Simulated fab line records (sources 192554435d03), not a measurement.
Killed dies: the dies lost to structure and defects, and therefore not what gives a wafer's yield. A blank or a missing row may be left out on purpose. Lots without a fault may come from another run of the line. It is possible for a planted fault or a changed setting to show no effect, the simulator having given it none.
What tool caused it? | flow n5 finfet | 11 lots, 33 wafers sampled, at 3 steps of a route of 1938

== WHAT THE GAUGES SHOWED, per wafer ==
N5_MIM_TOP_LITHO_OVL_MEAS_11.
lot  | measured     | on         | MIM_TOP_OVL (nm)
L107 | day 13 16:01 | overlay-01 | -3 -4 5
L108 | day 14 12:50 | overlay-02 | -3 -5 -1
L109 | day 14 15:50 | overlay-01 | -6 -15 -14
L110 | day 14 15:40 | overlay-01 | -3 4 -4
L111 | day 15 00:44 | overlay-01 | 5 -8 -3
L112 | day 15 00:54 | overlay-02 | 1 3 0
L113 | day 15 18:58 | overlay-01 | 4 1 -4
L114 | day 15 08:02 | overlay-01 | -5 -4 -3
L127 | day 20 13:44 | overlay-02 | -5 -10 -8
L129 | day 19 18:40 | overlay-01 | -5 -13 -7
L130 | day 20 02:23 | overlay-02 | -5 -4 -14

== EACH LOT AND THE TOOL THAT RAN IT (in order: tool; ch and the chambers of the sampled wafers; start) ==
lot  | N5_PMOS_HMC_CHANNEL_EPI_ETCH_38 | N5_BEOL_M14_SPUTTER_43
L107 | rie si-05 ch 0,3, day 1 19:15   | pvd sputter-02, day 13 02:58
L108 | rie si-03 ch 0,2,3, day 2 01:57 | pvd sputter-02, day 14 02:33
L109 | rie si-06 ch 0,1,2, day 2 06:32 | pvd sputter-02, day 14 06:26
L110 | rie si-03 ch 0,1, day 2 11:32   | pvd sputter-02, day 14 04:53
L111 | rie si-06 ch 0,2,3, day 2 17:40 | pvd sputter-02, day 14 11:46
L112 | rie si-03 ch 0,1,3, day 2 23:28 | pvd sputter-02, day 14 12:17
L113 | rie si-05 ch 0,1,3, day 3 05:31 | pvd sputter-03, day 15 07:53
L114 | rie si-03 ch 0,1,2, day 3 11:55 | pvd sputter-03, day 14 18:54
L127 | rie si-03 ch 1,2,3, day 6 17:37 | pvd sputter-03, day 20 02:54
L129 | rie si-06 ch 0,2,3, day 7 05:49 | pvd sputter-03, day 19 01:53
L130 | rie si-05 ch 1,2,3, day 7 12:14 | pvd sputter-03, day 19 16:53
- N5_PMOS_HMC_CHANNEL_EPI_ETCH_38: etches SiO2 in CF4, target depth 1.5 nm.
- N5_BEOL_M14_SPUTTER_43: material TaN, target thk 15 nm, time 24.19 s.

== THE ANSWER, worked out from the rows above alone ==
Rule: the lots themselves supply what counts as usual. The widest of any qualifying gaps counts: lots, ordered by their means at a reading, are off when they make up no more than a third of the lots, leave a main group of 4 or more, and stand apart from it by 3 or more times the standard deviation of that group's means. A main group whose means are all the same, to the digits that the tables above print for the reading, isn't used. A lot without any number at a reading at which 4 lots or more have one is off too. Where the step has rows for the other lots, those lots are counted as sound.
Across all readings shown, no lot is off: no conclusion can be drawn from this.

== WHAT HAD BEEN PUT IN BY THE SIMULATOR ==
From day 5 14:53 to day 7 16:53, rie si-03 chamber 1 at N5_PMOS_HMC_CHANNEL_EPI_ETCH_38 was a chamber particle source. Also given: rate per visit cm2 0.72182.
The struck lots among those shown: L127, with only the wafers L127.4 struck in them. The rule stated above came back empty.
